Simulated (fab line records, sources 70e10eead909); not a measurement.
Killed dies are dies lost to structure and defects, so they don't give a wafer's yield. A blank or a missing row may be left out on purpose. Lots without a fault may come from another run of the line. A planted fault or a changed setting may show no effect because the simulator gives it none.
Which tool did it? | flow nand_harc | 14 lots, 42 wafers sampled, at 4 steps of a route of 1302

WHAT THE GAUGES READ, wafer by wafer
The record holds no reading of a measuring or inspecting step that can be judged against a usual standard deviation.

WHICH TOOL RAN EACH LOT (tool, then ch and the chambers of the sampled wafers, then the start)
lot  | NHARC_A_M0_PVD_21                       | NHARC_A_M0_PRE_CLEAN_31         | NHARC_A_M1_DEVELOP_08             | NHARC_A_M1_DESCUM_14
L961 | pvd_sputter-02, day 23 01:00 or earlier | pecvd-03 ch 0,1,2, day 23 01:00 | litho_track-01 ch 0, day 23 02:00 | rie_diel-12 ch 0,1,3, day 23 02:22
L962 | pvd_sputter-01, day 23 02:53 or earlier | pecvd-03 ch 0,1,2, day 23 02:53 | litho_track-01 ch 0, day 23 04:00 | rie_diel-02 ch 0,1,2, day 23 04:22
L963 | pvd_sputter-01, day 23 07:28 or earlier | pecvd-01 ch 0,1,2, day 23 07:28 | litho_track-01 ch 0, day 23 08:00 | rie_diel-02 ch 0,1,2, day 23 09:01
L964 | pvd_sputter-02, day 23 20:50 or earlier | pecvd-01 ch 0,1,2, day 23 20:50 | litho_track-04 ch 0, day 23 21:00 | rie_diel-02 ch 1,2,3, day 23 22:15
L967 | pvd_sputter-03, day 25 07:37 or earlier | pecvd-01 ch 0,1,2, day 25 07:37 | litho_track-01, day 25 08:00      | rie_diel-10 ch 0,1,2, day 25 09:06
L966 | pvd_sputter-03, day 25 09:33 or earlier | pecvd-04 ch 0,1,2, day 25 09:33 | litho_track-06, day 25 10:00      | rie_diel-10 ch 1,2, day 25 11:02
L971 | pvd_sputter-01, day 26 17:39 or earlier | pecvd-04 ch 1,2, day 26 17:39   | litho_track-06 ch 0, day 26 18:00 | rie_diel-12 ch 2,3, day 26 19:08
L974 | pvd_sputter-01, day 28 06:40 or earlier | pecvd-04 ch 1,2, day 28 06:40   | litho_track-01 ch 0, day 28 07:00 | rie_diel-12 ch 0,1,3, day 28 08:11
L976 | pvd_sputter-02, day 28 17:53 or earlier | pecvd-04 ch 0,1, day 28 17:53   | litho_track-04 ch 0, day 28 19:00 | rie_diel-12 ch 0,2,3, day 28 19:23
L975 | pvd_sputter-02, day 28 21:04 or earlier | pecvd-04 ch 0,2, day 28 21:04   | litho_track-01 ch 0, day 28 22:00 | rie_diel-12 ch 0,3, day 28 22:28
L979 | pvd_sputter-02, day 30 11:26 or earlier | pecvd-03 ch 0,2, day 30 11:26   | litho_track-04 ch 0, day 30 12:00 | rie_diel-02 ch 0,1,3, day 30 12:49
L981 | pvd_sputter-01, day 31 03:07 or earlier | pecvd-04 ch 0,1, day 31 03:07   | litho_track-04 ch 0, day 31 04:00 | rie_diel-02 ch 0,2,3, day 31 04:36
L982 | pvd_sputter-03, day 31 14:59 or earlier | pecvd-04 ch 1,2, day 31 14:59   | litho_track-01 ch 0, day 31 16:00 | rie_diel-10 ch 0,2, day 31 16:28
L984 | pvd_sputter-01, day 32 18:42 or earlier | pecvd-03 ch 0,1, day 32 18:42   | litho_track-06 ch 0, day 32 19:00 | rie_diel-12 ch 0,2,3, day 32 20:04
- NHARC_A_M0_PVD_21: deposits Cu, target thk 30 nm, time 20.49 s.
- NHARC_A_M0_PRE_CLEAN_31: time 12 s.
- NHARC_A_M1_DEVELOP_08: develop time 35 s.
- NHARC_A_M1_DESCUM_14: chemistry O2, time 3 s.

WHAT THE TOOLS THEMSELVES READ (means of the sampled wafers that have a number; where no wafer has one, the mark that the record gives instead)
NHARC_A_M0_PVD_21. Usual: throttle_valve_pct 30.0 %, standard deviation 1.3.
lot  | tool           | throttle_valve_pct (%) | flag
L961 | pvd_sputter-02 | 29.5                   |
L962 | pvd_sputter-01 | 31.1                   |
L963 | pvd_sputter-01 | 31.0                   |
L964 | pvd_sputter-02 | 30.5                   |
L967 | pvd_sputter-03 | 30.3                   |
L966 | pvd_sputter-03 | 30.8                   |
L971 | pvd_sputter-01 | 30.4                   |
L974 | pvd_sputter-01 | 29.7                   |
L976 | pvd_sputter-02 | 30.4                   |
L975 | pvd_sputter-02 | 28.5                   |
L979 | pvd_sputter-02 | 29.2                   |
L981 | pvd_sputter-01 | 30.4                   |
L982 | pvd_sputter-03 | 30.4                   |
L984 | pvd_sputter-01 | 30.6                   |

NHARC_A_M0_PRE_CLEAN_31. Usual: heater_power_outer_w 380 W, standard deviation 37; heater_power_w 662 W, standard deviation 52.
lot  | tool     | heater_power_outer_w (W) | heater_power_w (W) | flag
L961 | pecvd-03 | 405                      | 679                |
L962 | pecvd-03 | 412                      | 691                |
L963 | pecvd-01 | 369                      | 656                |
L964 | pecvd-01 | 385                      | 683                |
L967 | pecvd-01 | 381                      | 674                |
L966 | pecvd-04 | 381                      | 656                |
L971 | pecvd-04 | 415                      | 727                |
L974 | pecvd-04 | 348                      | 618                |
L976 | pecvd-04 | 365                      | 639                |
L975 | pecvd-04 | 360                      | 615                |
L979 | pecvd-03 | 433                      | 718                |
L981 | pecvd-04 | 339                      | 596                |
L982 | pecvd-04 | 377                      | 674                |
L984 | pecvd-03 | 356                      | 613                |

NHARC_A_M1_DEVELOP_08. Usual: chill_plate_temp_C 23.01 C, standard deviation 0.1.
lot  | tool           | chill_plate_temp_C (C) | flag
L961 | litho_track-01 | 23.03                  |
L962 | litho_track-01 | 22.97                  |
L963 | litho_track-01 | 22.85                  |
L964 | litho_track-04 | 23.13                  |
L967 | litho_track-01 | -                      | OFF
L966 | litho_track-06 | -                      | OFF
L971 | litho_track-06 | 23.02                  |
L974 | litho_track-01 | 22.99                  |
L976 | litho_track-04 | 23.08                  |
L975 | litho_track-01 | 22.96                  |
L979 | litho_track-04 | 23.14                  |
L981 | litho_track-04 | 22.93                  |
L982 | litho_track-01 | 23.00                  |
L984 | litho_track-06 | 22.98                  |

NHARC_A_M1_DESCUM_14. Usual: drypump_motor_current_A 5.6 A, standard deviation 0.54; oes_product_au 0.998 a.u., standard deviation 0.0076; rf_vpp_V 57.8 V, standard deviation 1; showerhead_plenum_p_Torr 1.91 Torr, standard deviation 0.09; throttle_valve_pct 11.311 %, standard deviation 0.0089.
lot  | tool        | drypump_motor_current_A (A) | oes_product_au (a.u.) | rf_vpp_V (V) | showerhead_plenum_p_Torr (Torr) | throttle_valve_pct (%) | flag
L961 | rie_diel-12 | 5.5                         | 1.004                 | 57.6         | 1.88                            | 11.310                 |
L962 | rie_diel-02 | 5.2                         | 0.999                 | 58.3         | 1.94                            | 11.307                 |
L963 | rie_diel-02 | 5.2                         | 1.000                 | 58.2         | 1.94                            | 11.314                 |
L964 | rie_diel-02 | 5.6                         | 0.994                 | 58.4         | 1.96                            | 11.309                 |
L967 | rie_diel-10 | 6.1                         | 0.993                 | 56.9         | 1.89                            | 11.304                 |
L966 | rie_diel-10 | 6.4                         | 0.984                 | 57.6         | 1.86                            | 11.307                 |
L971 | rie_diel-12 | 5.8                         | 1.003                 | 57.1         | 1.81                            | 11.310                 |
L974 | rie_diel-12 | 5.5                         | 1.008                 | 59.1         | 1.88                            | 11.317                 |
L976 | rie_diel-12 | 5.7                         | 0.995                 | 57.7         | 1.80                            | 11.310                 |
L975 | rie_diel-12 | 5.7                         | 0.997                 | 57.5         | 1.80                            | 11.309                 |
L979 | rie_diel-02 | 5.6                         | 1.003                 | 57.3         | 1.91                            | 11.306                 |
L981 | rie_diel-02 | 5.8                         | 1.006                 | 58.6         | 1.94                            | 11.301                 |
L982 | rie_diel-10 | 6.1                         | 0.987                 | 57.5         | 1.85                            | 11.313                 |
L984 | rie_diel-12 | 5.6                         | 0.997                 | 57.4         | 1.80                            | 11.312                 |

THE ANSWER, worked out from the rows above alone
Rule: a lot is off if the mean of its wafers that have a number lies more than 3 standard deviations from the usual mean. A lot without any number at a reading at which 4 lots or more have one is off too. The other lots that the step has rows for count as sound. The gauges are gone through in route order, then the tools' own readings, and for those a lot's mean is taken as printed above. The first step at which some lot is off is used, and at that step the reading that is off furthest; a lot without a number counts as furthest.
Off: L967, L966, at NHARC_A_M1_DEVELOP_08 (chill_plate_temp_C). Without a number there: L967, L966.
A tool fits if, at that step or a process step before it, it ran every lot that is off, and no sound lot after the first of them. NHARC_A_M0_PVD_21 gives no start for some lots, so the hours and the order of its lots are those of NHARC_A_M0_PRE_CLEAN_31. None of those tried fits.

WHAT THE SIMULATOR HAD PUT IN
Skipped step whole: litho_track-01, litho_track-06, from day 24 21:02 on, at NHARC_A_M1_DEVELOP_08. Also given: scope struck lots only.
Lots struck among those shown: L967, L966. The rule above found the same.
